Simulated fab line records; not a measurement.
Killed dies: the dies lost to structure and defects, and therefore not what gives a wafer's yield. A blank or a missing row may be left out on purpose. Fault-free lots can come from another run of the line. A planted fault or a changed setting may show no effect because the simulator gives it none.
Chamber matching | flow nand harc | NHARC_A_BLC_ALD_23 on ald metal-03 has 4 sister chambers
The step deposits TiN, target thk 3 nm, pulse time 1 s, ald cycles 150. 16 wafers are shown with their chamber, then 8 later ones without.

WAFERS WITH THEIR CHAMBER
wafer  | chamber | heater power w (W) | susceptor temp C (C) | precursor pulse height rel
L084.2 | 2       | 1066               | 449.81               | 1.012
L084.4 | 1       | 1185               | 449.89               | 0.989
L084.5 | 3       | 1050               | 449.84               | 1.013
L083.2 | 1       | 1155               | 449.87               | 1.005
L083.3 | 3       | 1085               | 450.65               | 0.959
L083.5 | 1       | 1164               | 449.86               | 0.990
L087.1 | 3       | 1062               | 449.97               | 0.991
L087.2 | 0       | 916                | 450.12               | 1.006
L087.6 | 1       | 1197               | 450.35               | 1.007
L088.1 | 0       | 934                | 450.29               | 0.983
L088.2 | 3       | 1057               | 450.19               | 1.009
L088.4 | 1       | 1161               | 450.22               | 0.995
L089.2 | 3       | 1047               | 450.19               | 1.036
L089.4 | 0       | 902                | 450.28               | 1.016
L089.5 | 3       | 1091               | 450.09               | 1.002
L091.4 | 2       | 1072               | 450.26               | 0.975

SIGNATURES (means of the wafers above)
reading                    | chamber 0 | chamber 1 | chamber 2 | chamber 3 | scatter within a chamber
heater power w             | 917.33    | 1172.40   | 1069.00   | 1065.33   | 17.1
susceptor temp C           | 450.2300  | 450.0380  | 450.0350  | 450.1550  | 0.244
precursor pulse height rel | 1.00167   | 0.99720   | 0.99350   | 1.00167   | 0.0201
Rule: a wafer lies at a distance from a chamber equal to the root of the sum of squares, over the readings, of (its reading less the chamber's mean, divided by the reading's scatter). If the next closest chamber is less than 2 further off than the closest, the wafer can't be placed; otherwise it belongs to the closest. How the scatter is found: for the shown wafers, subtract from each reading the mean of its chamber, square and add these, divide the total by (wafers less chambers), then take the root.

WAFERS WITHOUT THEIR CHAMBER
wafer  | heater power w (W) | susceptor temp C (C) | precursor pulse height rel
L091.5 | 1058               | 450.44               | 1.005
L091.6 | 931                | 450.26               | 0.985
L095.2 | 1179               | 450.04               | 0.969
L095.4 | 1058               | 449.99               | 0.980
L095.5 | 1213               | 450.06               | 0.977
L090.1 | 1075               | 449.62               | 0.999
L090.2 | 1032               | 450.38               | 0.997
L090.6 | 1160               | 449.88               | 1.015

THE CHAMBER EACH PASSED THROUGH
wafer  | from the rows above     | in truth
L091.5 | can't be placed: 3 or 2 | 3
L091.6 | 0                       | 0
L095.2 | 1                       | 1
L095.4 | can't be placed: 2 or 3 | 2
L095.5 | 1                       | 1
L090.1 | can't be placed: 2 or 3 | 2
L090.2 | can't be placed: 3 or 2 | 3
L090.6 | 1                       | 1
Placed correctly: 4 of 8. Cannot be placed on the basis of these rows: 4; the candidates contain the true chamber in 4. Wrongly placed: 0.
